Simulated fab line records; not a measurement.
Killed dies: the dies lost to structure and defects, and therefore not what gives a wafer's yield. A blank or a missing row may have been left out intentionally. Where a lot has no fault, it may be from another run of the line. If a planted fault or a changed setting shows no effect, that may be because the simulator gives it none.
fab line records -- flow nandHarc
[record] lots = 15, wafers = 42, lastDay = 33
route steps=1302 shown A_CONTACT@1082
lots with no fault: from the same line, run without faults
startH: hours from the record's opening day to when the first of the lot's shown wafers began -- waitH: hours from the lot's prior step to this one -- " the same as in the row above -- L1.1+2: a single row standing in for several wafers -- - no value present, or no start provided -- * or withheld: withheld -- < > ~ a bound
route shown NAME@n: NAME is a module with steps in the file, n the number in the route of the first one -- usual: mean/standard deviation of fault-free wafers -- same: alike in all rows -- chamber/n: place in a boat -- sites: the reading at each site -- _std_site: their standard deviation -- _edge_site: outer sites' mean less inner sites' -- radiusMm: for every site, how far away it sits from the centre of the wafer -- mask NAME#n: copy n -- behind: the most recent tool/chamber to have shaped the wafer -- hold: what put the lot on hold/how long, in hours/how the hold closed -- device: the transistor (n, p or np) that didn't switch -- end of line: the tests these same wafers got at the end of their route -- a step given without rows: its recipe and nothing more -- killed: at the first sort, the dies lost to defects and structure; wafer yield is something else -- map: per-die view of a wafer (x killed, . not killed, _ where there is no die)
set.NAME: the run value of the setting; set.NAME@STEP: its run value at that earlier step -- model.NAME: the simulator's own value behind a step, which no gauge read
a sample of lots followed through the steps of the route, with each step as a table and each wafer as a row
services: when a tool's chamber went out of use (startH, in hours from the record's first day, below 0 if earlier), for how many hours, and the reason
[[steps]]
[step NHARC_A_CONTACT_ETCH_88]
[recipe] targetDepthA = 390, overEtchFrac = 0.3, timeS = 65, ionEnergyEv = 80, cf4FlowSccm = 150, arFlowSccm = 0, rfW = 300, biasW = 100, chemistry = CF4
[usual] cf4FlowSccm = 149.9/0.43, drypumpMotorCurrentA = 5.6/0.38, oesProductAu = 1.002/0.01, rfVppV = 150.8/1, showerheadPlenumPTorr = 1.74/0.054, throttleValvePct = 13.283/0.0098
lot.wafer,tool,chamber,startH,waitH,cf4FlowSccm,drypumpMotorCurrentA,oesProductAu,rfHoursCounterH,rfVppV,showerheadPlenumPTorr,throttleValvePct
L315.2,rieDiel-04,2,524.05,0.1,150.3,5.7,1.016,31,150.9,1.75,13.287
L315.3,rieDiel-04,3,524.05,0.1,149.6,5.7,1.000,27,150.8,1.76,13.283
L315.4,rieDiel-04,2,524.05,0.1,149.8,5.7,1.016,-,151.5,1.75,13.277
L317.2,rieDiel-04,3,532.02,0.1,150.1,5.7,1.005,31,151.1,1.76,13.277
L317.4,rieDiel-04,3,532.02,0.1,150.2,5.7,0.998,-,149.9,1.76,13.281
L317.6,rieDiel-04,0,532.02,0.1,148.8,5.5,1.006,-,151.9,1.72,13.277
L318.3,rieDiel-04,1,554.29,0.1,150.4,5.2,0.996,2,149.5,1.67,13.282
L318.2,rieDiel-04,3,554.29,0.1,150.4,5.7,0.985,2,151.6,1.75,13.268
L318.6,rieDiel-04,2,554.29,0.1,149.9,5.7,1.011,-,150.6,1.75,13.307
L320.3,rieDiel-04,0,568.08,0.1,150.4,5.4,0.989,4,150.8,1.72,13.302
L320.5,rieDiel-04,0,568.08,0.1,149.4,5.4,0.991,-,150.7,1.72,13.279
L320.6,rieDiel-04,1,568.08,0.1,149.8,5.2,0.990,-,150.0,1.67,13.287
L322.3,rieDiel-04,1,604.46,0.1,149.9,5.2,0.998,10,150.9,1.67,13.292
L322.1,rieDiel-04,2,604.46,0.1,149.8,5.6,1.016,10,151.6,1.75,13.293
L322.5,rieDiel-04,1,604.46,0.1,149.5,5.2,0.998,-,149.4,1.67,13.282
L324.3,rieDiel-11,1,605.99,0.1,150.3,6.3,0.989,55,151.2,1.73,13.285
L324.5,rieDiel-11,2,605.99,0.1,150.1,5.3,1.005,-,150.0,1.69,13.277
L324.6,rieDiel-11,3,605.99,0.1,150.1,6.2,0.985,-,153.1,1.88,13.288
L325.3,rieDiel-04,1,619.86,0.1,150.2,5.2,0.996,11,149.1,1.67,13.289
L325.6,rieDiel-04,0,619.86,0.1,150.0,5.5,0.995,-,150.6,1.72,13.259
L325.5,rieDiel-04,1,619.86,0.1,150.1,5.2,0.995,-,149.4,1.67,13.271
L326.2,rieDiel-04,2,640.08,0.1,149.8,5.7,1.013,15,149.4,1.74,13.281
L326.3,rieDiel-04,0,640.08,0.1,150.1,5.5,1.003,14,150.4,1.72,13.281
L326.6,rieDiel-04,2,640.08,0.1,148.7,5.6,1.010,-,151.2,1.74,13.278
L329.3,rieDiel-13,1,645.74,0.1,149.9,4.7,1.000,35,149.2,1.70,13.274
L329.1,rieDiel-13,3,645.74,0.1,149.9,5.2,1.001,45,152.3,1.88,13.277
L329.4,rieDiel-13,0,645.74,0.1,149.8,6.5,1.010,-,152.7,1.71,13.292
L327.1,rieDiel-13,0,648.01,0.1,149.6,6.5,1.005,38,150.2,1.71,13.281
L327.5,rieDiel-13,3,648.01,0.1,150.5,5.3,1.005,-,152.7,1.88,13.299
L327.6,rieDiel-13,0,648.01,0.1,149.2,6.5,1.001,-,149.2,1.71,13.288
L328.4,rieDiel-04,0,659.99,0.1,150.1,5.5,0.987,17,151.1,1.72,13.288
L328.5,rieDiel-04,2,659.99,0.1,149.4,5.7,1.016,-,149.4,1.74,13.280
L328.6,rieDiel-04,3,659.99,0.1,150.4,5.7,0.983,-,150.4,1.75,13.285
L331.2,rieDiel-04,2,690.92,0.1,149.9,5.7,1.017,23,152.2,1.74,13.286
L331.6,rieDiel-04,2,690.92,0.1,149.8,5.6,1.017,-,153.0,1.74,13.293
L333.2,rieDiel-04,0,694.59,0.1,150.0,5.5,1.007,24,149.9,1.72,13.276
L333.6,rieDiel-04,1,694.59,0.1,150.3,5.2,1.005,-,151.7,1.67,13.294
L332.1,rieDiel-04,3,696.55,0.1,149.8,5.7,0.995,26,151.0,1.75,13.275
L332.6,rieDiel-04,2,696.55,0.1,149.7,5.7,1.009,-,150.6,1.74,13.287
L337.4,rieDiel-04,0,745.52,0.1,149.3,5.4,0.999,3,150.9,1.72,13.297
L337.2,rieDiel-04,1,745.52,0.1,150.3,5.2,0.991,3,149.1,1.67,13.276
L337.5,rieDiel-04,2,745.52,0.1,149.5,5.7,1.006,-,151.5,1.74,13.289
[step NHARC_A_CONTACT_ETCH_89]
[recipe] targetDepthA = 2600, overEtchFrac = 0.3, timeS = 475.3, ionEnergyEv = 200, n2FlowSccm = 150, h2FlowSccm = 150, arFlowSccm = 0, rfW = 400, biasW = 150, chemistry = N2/H2
[usual] drypumpMotorCurrentA = 5.6/0.39, oesProductAu = 1.002/0.0099, rfVppV = 429.4/2.1, showerheadPlenumPTorr = 2.00/0.069, throttleValvePct = 14.171/0.0097
lot.wafer,tool,chamber,startH,waitH,drypumpMotorCurrentA,oesProductAu,rfHoursCounterH,rfVppV,showerheadPlenumPTorr,throttleValvePct
L315.2,rieDiel-04,0,-,-,5.4,1.005,29,429.0,1.98,14.161
L315.3,rieDiel-04,2,-,-,5.7,1.017,31,429.6,2.02,14.168
L315.4,rieDiel-04,2,-,-,5.7,1.020,-,430.2,2.01,14.198
L317.2,rieDiel-11,2,532.22,-,5.3,1.005,29,426.2,1.95,14.182
L317.4,rieDiel-11,3,532.22,-,6.3,0.984,33,434.2,2.18,14.161
L317.6,rieDiel-11,1,532.22,-,6.3,0.994,-,430.3,2.00,14.172
L318.2,rieDiel-04,3,-,-,5.7,0.988,2,431.0,2.02,14.175
L318.3,rieDiel-04,0,-,-,5.5,1.001,2,427.9,1.98,14.179
L318.6,rieDiel-04,2,-,-,5.7,1.007,-,429.0,2.01,14.162
L320.3,rieDiel-04,3,-,-,5.7,0.998,5,429.1,2.02,14.187
L320.5,rieDiel-04,2,-,-,5.7,1.018,-,430.8,2.01,14.187
L320.6,rieDiel-04,3,-,-,5.7,0.992,-,429.8,2.02,14.187
L322.1,rieDiel-04,2,-,-,5.7,1.016,10,428.1,2.01,14.157
L322.3,rieDiel-04,3,-,-,5.7,0.997,11,429.8,2.02,14.183
L322.5,rieDiel-04,3,-,-,5.7,1.002,-,430.2,2.02,14.174
L324.3,rieDiel-11,1,-,-,6.3,0.983,55,430.0,1.99,14.177
L324.5,rieDiel-11,1,-,-,6.3,0.985,-,429.6,1.99,14.173
L324.6,rieDiel-11,2,-,-,5.3,1.012,-,428.9,1.94,14.155
L325.3,rieDiel-04,3,-,-,5.7,1.000,13,429.3,2.02,14.189
L325.6,rieDiel-04,2,-,-,5.7,1.010,-,429.6,2.01,14.192
L325.5,rieDiel-04,3,-,-,5.7,0.997,-,429.7,2.02,14.164
L326.2,rieDiel-04,0,-,-,5.5,1.001,14,428.5,1.98,14.160
L326.3,rieDiel-04,2,-,-,5.7,1.019,15,428.0,2.01,14.180
L326.6,rieDiel-04,0,-,-,5.5,1.000,-,428.0,1.98,14.174
L329.3,rieDiel-13,1,-,-,4.8,1.007,36,428.9,1.95,14.181
L329.1,rieDiel-13,0,-,-,6.5,1.006,38,428.0,1.97,14.164
L329.4,rieDiel-13,0,-,-,6.5,1.017,-,427.8,1.97,14.159
L327.1,rieDiel-13,1,-,-,4.8,1.000,36,429.8,1.95,14.193
L327.5,rieDiel-13,1,-,-,4.8,0.999,-,428.1,1.95,14.168
L327.6,rieDiel-13,3,-,-,5.2,1.005,-,433.6,2.18,14.169
L328.4,rieDiel-04,0,-,-,5.5,1.000,17,428.1,1.98,14.167
L328.6,rieDiel-04,2,-,-,5.7,1.022,-,430.4,2.01,14.167
L328.5,rieDiel-04,3,-,-,5.7,1.005,-,430.2,2.02,14.186
L331.2,rieDiel-04,2,-,-,5.7,1.009,23,429.5,2.01,14.167
L331.6,rieDiel-04,3,-,-,5.7,1.001,-,429.7,2.01,14.177
L333.2,rieDiel-04,2,-,-,5.7,1.019,23,429.9,2.01,14.177
L333.6,rieDiel-04,1,-,-,5.2,1.002,-,426.8,1.91,14.165
L332.1,rieDiel-04,2,-,-,5.7,1.021,24,429.6,2.01,14.149
L332.6,rieDiel-04,0,-,-,5.4,1.002,-,428.2,1.97,14.162
L337.4,rieDiel-04,2,-,-,5.7,0.999,3,430.3,2.00,14.169
L337.2,rieDiel-04,0,-,-,5.5,1.001,3,428.5,1.97,14.170
L337.5,rieDiel-04,2,-,-,5.7,0.994,-,429.9,2.00,14.181
[step NHARC_A_CONTACT_ETCH_98]
[recipe] targetDepthA = 200, overEtchFrac = 0.5, timeS = 10, ionEnergyEv = 250, c4f6FlowSccm = 25, o2FlowSccm = 20, arFlowSccm = 500, rfW = 600, biasW = 500, chemistry = C4F6/O2
[usual] drypumpMotorCurrentA = 5.6/0.4, oesProductAu = 0.963/0.026, rfVppV = 545.3/2.5, showerheadPlenumPTorr = 3.85/0.12, throttleValvePct = 26.904/0.0092
lot.wafer,tool,chamber,startH,waitH,drypumpMotorCurrentA,oesProductAu,rfHoursCounterH,rfVppV,showerheadPlenumPTorr,throttleValvePct
L315.3,rieDiel-04,3,527.30,0.1,5.7,0.957,28,546.1,3.90,26.923
L315.2,rieDiel-04,0,527.30,0.1,5.4,0.962,30,544.5,3.83,26.898
L315.4,rieDiel-04,2,527.30,0.1,5.7,0.965,-,546.7,3.88,26.910
L317.2,rieDiel-13,1,535.25,-,4.8,1.008,2,545.5,3.80,26.910
L317.4,rieDiel-13,3,535.25,-,5.2,0.999,3,553.1,4.18,26.897
L317.6,rieDiel-13,1,535.25,-,4.8,0.996,-,544.9,3.80,26.908
L318.3,rieDiel-04,2,557.31,-,5.7,0.953,2,545.9,3.88,26.894
L318.2,rieDiel-04,3,557.31,-,5.8,0.948,3,545.3,3.89,26.900
L318.6,rieDiel-04,2,557.31,-,5.7,0.959,-,547.0,3.88,26.899
L320.3,rieDiel-04,2,571.22,-,5.7,0.971,5,543.6,3.88,26.908
L320.6,rieDiel-04,2,571.22,-,5.7,0.969,-,546.3,3.88,26.918
L320.5,rieDiel-04,3,571.22,-,5.7,0.961,-,546.5,3.89,26.897
L322.1,rieDiel-13,1,607.48,-,4.8,1.001,22,545.1,3.79,26.901
L322.3,rieDiel-13,0,607.48,-,6.5,0.993,25,543.4,3.81,26.900
L322.5,rieDiel-13,2,607.48,-,5.6,1.005,-,544.1,3.74,26.918
L324.3,rieDiel-04,0,608.98,-,5.4,0.931,11,545.0,3.82,26.900
L324.6,rieDiel-04,2,608.98,-,5.7,0.968,-,546.0,3.87,26.914
L324.5,rieDiel-04,3,608.98,-,5.7,0.927,-,545.3,3.89,26.921
L325.3,rieDiel-04,3,622.87,-,5.7,0.964,13,548.1,3.89,26.919
L325.6,rieDiel-04,3,622.87,-,5.7,0.958,-,546.8,3.89,26.897
L325.5,rieDiel-04,0,622.87,-,5.5,0.957,-,544.0,3.82,26.903
L326.3,rieDiel-04,3,643.11,-,5.8,0.955,17,545.8,3.88,26.919
L326.2,rieDiel-04,0,643.11,-,5.4,0.943,15,544.2,3.82,26.917
L326.6,rieDiel-04,3,643.11,-,5.7,0.942,-,546.9,3.88,26.903
L329.4,rieDiel-04,2,648.95,-,5.7,0.970,16,546.4,3.87,26.909
L329.1,rieDiel-04,3,648.95,-,5.7,0.947,18,546.0,3.88,26.921
L329.3,rieDiel-04,1,648.95,-,5.2,0.942,16,541.9,3.71,26.906
L327.1,rieDiel-04,2,651.36,-,5.7,1.019,17,546.8,3.87,26.892
L327.5,rieDiel-04,1,651.36,-,5.2,1.003,-,544.8,3.71,26.913
L327.6,rieDiel-04,2,651.36,-,5.7,1.017,-,546.8,3.87,26.901
L328.4,rieDiel-04,2,663.99,-,5.7,0.939,19,545.0,3.87,26.894
L328.6,rieDiel-04,2,663.99,-,5.7,0.936,-,545.1,3.87,26.901
L328.5,rieDiel-04,3,663.99,-,5.7,0.914,-,546.2,3.88,26.906
L331.2,rieDiel-04,2,693.96,-,5.7,0.746,23,547.3,3.87,26.904
L331.6,rieDiel-04,1,693.96,-,5.2,0.741,-,542.1,3.71,26.903
L333.2,rieDiel-04,1,697.60,-,5.2,0.737,24,540.9,3.70,26.894
L333.6,rieDiel-04,1,697.60,-,5.2,0.726,-,542.2,3.70,26.895
L332.1,rieDiel-04,0,699.56,-,5.5,0.954,25,544.2,3.81,26.901
L332.6,rieDiel-04,1,699.56,-,5.2,0.740,-,543.6,3.70,26.903
L337.4,rieDiel-04,0,748.58,-,5.5,0.942,3,546.1,3.81,26.908
L337.2,rieDiel-04,1,748.58,-,5.2,0.936,4,540.9,3.70,26.898
L337.5,rieDiel-04,0,748.58,-,5.5,0.935,-,544.7,3.81,26.888
[step NHARC_A_CONTACT_ETCH_110]
[recipe] targetDepthA = 600, overetchA = 60, timeS = 33, ionEnergyEv = 100, cf4FlowSccm = 80, o2FlowSccm = 20, arFlowSccm = 0, rfW = 300, biasW = 100, chemistry = CF4/O2
[usual] cf4FlowSccm = 79.98/0.26, drypumpMotorCurrentA = 5.6/0.37, oesProductAu = 1.000/0.0089, rfVppV = 197.3/1.1, showerheadPlenumPTorr = 1.31/0.045, throttleValvePct = 13.396/0.0091
lot.wafer,tool,chamber,startH,waitH,cf4FlowSccm,drypumpMotorCurrentA,oesProductAu,rfHoursCounterH,rfVppV,showerheadPlenumPTorr,throttleValvePct
L315.3,rieDiel-04,3,527.75,0.1,79.90,5.7,0.993,28,196.9,1.33,13.398
L315.2,rieDiel-04,0,527.75,0.1,79.93,5.5,1.008,30,197.9,1.30,13.377
L315.4,rieDiel-04,3,527.75,0.1,79.66,5.7,0.999,-,197.7,1.32,13.419
L317.4,rieDiel-13,2,535.63,0.1,80.12,5.6,0.995,3,197.2,1.27,13.380
L317.2,rieDiel-13,0,535.63,0.1,79.83,6.5,0.997,2,197.9,1.30,13.390
L317.6,rieDiel-13,2,535.63,0.1,80.32,5.6,1.013,-,198.6,1.27,13.400
L318.3,rieDiel-04,2,557.73,0.1,80.10,5.7,1.010,3,197.9,1.32,13.404
L318.2,rieDiel-04,3,557.73,0.1,80.18,5.7,0.986,3,197.0,1.32,13.402
L318.6,rieDiel-04,1,557.73,0.1,79.92,5.2,0.993,-,196.9,1.26,13.414
L320.3,rieDiel-04,3,571.84,0.1,79.70,5.7,0.990,5,197.0,1.32,13.394
L320.5,rieDiel-04,1,571.84,0.1,79.77,5.2,0.981,-,195.4,1.26,13.400
L320.6,rieDiel-04,2,571.84,0.1,79.72,5.7,1.017,-,198.7,1.32,13.392
L322.1,rieDiel-04,0,607.85,0.1,80.23,5.4,0.994,11,197.0,1.30,13.406
L322.3,rieDiel-04,1,607.85,0.1,80.23,5.2,0.983,11,196.2,1.26,13.391
L322.5,rieDiel-04,0,607.85,0.1,80.00,5.4,0.989,-,195.7,1.30,13.403
L324.3,rieDiel-04,0,609.36,0.1,79.92,5.5,0.994,11,197.1,1.30,13.404
L324.6,rieDiel-04,2,609.36,0.1,80.34,5.7,1.020,-,197.6,1.32,13.409
L324.5,rieDiel-04,3,609.36,0.1,79.69,5.7,1.004,-,197.6,1.32,13.401
L325.3,rieDiel-13,1,623.24,0.1,79.86,4.8,1.015,28,196.9,1.28,13.391
L325.6,rieDiel-13,1,623.24,0.1,80.10,4.8,0.989,-,196.6,1.28,13.401
L325.5,rieDiel-13,2,623.24,0.1,79.93,5.6,1.001,-,197.1,1.27,13.394
L326.3,rieDiel-04,0,643.48,0.1,79.89,5.5,0.984,15,197.5,1.30,13.398
L326.2,rieDiel-04,2,643.48,0.1,80.11,5.7,1.004,15,197.9,1.32,13.393
L326.6,rieDiel-04,1,643.48,0.1,79.72,5.2,1.001,-,198.0,1.26,13.415
L329.4,rieDiel-04,0,649.32,0.1,80.03,5.5,1.005,16,197.4,1.29,13.405
L329.3,rieDiel-04,1,649.32,0.1,79.95,5.2,1.001,16,195.2,1.26,13.396
L329.1,rieDiel-04,3,649.32,0.1,80.28,5.7,1.004,18,197.5,1.32,13.405
L327.1,rieDiel-04,1,651.73,0.1,80.04,5.2,0.996,16,196.1,1.26,13.395
L327.6,rieDiel-04,1,651.73,0.1,79.93,5.2,1.004,-,196.5,1.26,13.385
L327.5,rieDiel-04,2,651.73,0.1,79.94,5.7,1.010,-,196.8,1.31,13.398
L328.4,rieDiel-04,1,664.37,0.1,80.00,5.2,1.001,18,195.6,1.26,13.385
L328.6,rieDiel-04,0,664.37,0.1,80.07,5.4,1.006,-,197.7,1.30,13.399
L328.5,rieDiel-04,1,664.37,0.1,79.56,5.2,1.005,-,196.3,1.26,13.396
L331.2,rieDiel-11,3,694.34,0.1,80.30,6.2,0.986,25,199.8,1.41,13.395
L331.6,rieDiel-11,1,694.34,0.1,79.71,6.3,0.988,-,197.8,1.30,13.383
L333.2,rieDiel-11,0,697.98,0.1,80.47,6.0,1.001,27,199.8,1.40,13.416
L333.6,rieDiel-11,3,697.98,0.1,80.07,6.2,0.994,-,199.5,1.41,13.371
L332.1,rieDiel-04,1,699.93,0.1,80.54,5.2,0.991,24,195.1,1.25,13.390
L332.6,rieDiel-04,2,699.93,0.1,79.73,5.7,1.020,-,197.1,1.31,13.396
L337.4,rieDiel-04,3,748.96,0.1,80.29,5.7,1.004,3,197.8,1.32,13.395
L337.2,rieDiel-04,2,748.96,0.1,79.85,5.7,1.001,4,197.4,1.31,13.388
L337.5,rieDiel-04,0,748.96,0.1,80.06,5.4,1.000,-,197.0,1.29,13.402
[[services]]
tool,chamber,startH,hours,kind
rieDiel-04,0,511.85,-,clean
rieDiel-04,1,511.85,-,clean
rieDiel-04,2,511.85,-,clean
rieDiel-04,3,511.85,-,clean
rieDiel-04,-,516.83,0.2,repair
rieDiel-13,-,520.02,9.0,pm
rieDiel-04,1,532.07,9.0,ventCycle
rieDiel-04,2,532.07,9.0,ventCycle
rieDiel-04,3,532.07,9.0,ventCycle
rieDiel-04,0,541.07,-,clean
rieDiel-04,1,541.07,-,clean
rieDiel-04,2,541.07,-,clean
rieDiel-11,0,544.89,2.9,repair
rieDiel-04,0,592.26,5.9,repair
rieDiel-04,-,606.46,0.9,repair
rieDiel-11,-,609.72,9.0,pm
rieDiel-13,2,637.12,12.7,repair
rieDiel-11,1,656.74,4.0,repair
rieDiel-13,-,697.13,9.0,pm
rieDiel-04,-,709.19,9.0,pm
rieDiel-11,3,724.71,9.8,repair
rieDiel-11,2,735.21,6.5,repair
rieDiel-04,-,739.98,1.1,repair
rieDiel-13,0,744.17,6.3,repair
[[key]]
[firstSign] step = NHARC_A_CONTACT_ETCH_98, reading = oesProductAu, direction = down, sigmas = 8.7, usual = 0.963, struck = 0.738
effect none on later readings
metAt NHARC_A_CONTACT_ETCH_98
struckLots L331,L332,L333
struckWafers L331.2,L331.6,L332.6,L333.2,L333.6
laterRowsLeftOut L331.2,L331.6,L332.6,L333.2,L333.6
sortLeftOut L331.2,L331.6,L332.6,L333.2,L333.6
testerLeftOut L331,L332,L333
notActingAt NHARC_A_CONTACT_ETCH_88,NHARC_A_CONTACT_ETCH_89,NHARC_A_CONTACT_ETCH_110
onsetBetween 663.99 693.96
[fault] kind = processParameterDrift, tool = rieDiel-04, chamber = -, onsetH = 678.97, steps = NHARC_A_CONTACT_ETCH_98, channel = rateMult, offset = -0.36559, shape = step, endH = 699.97, scope = struckWafersOnly
// testerLeftOut: of these lots the tester's yield and bins aren't shown, on N5 and GAA mostly nor the transistor test; their killed dies are dies lost to structure and defects alone, not to doping, threshold or leakage, so they don't give the yield
// sortLeftOut: the simulated sort isn't trusted on such a fault, so these wafers' sort isn't shown, and their yield isn't known
// laterRowsLeftOut: the simulator's readings of these wafers behind a module that went badly wrong aren't trusted and aren't shown, but for the sort
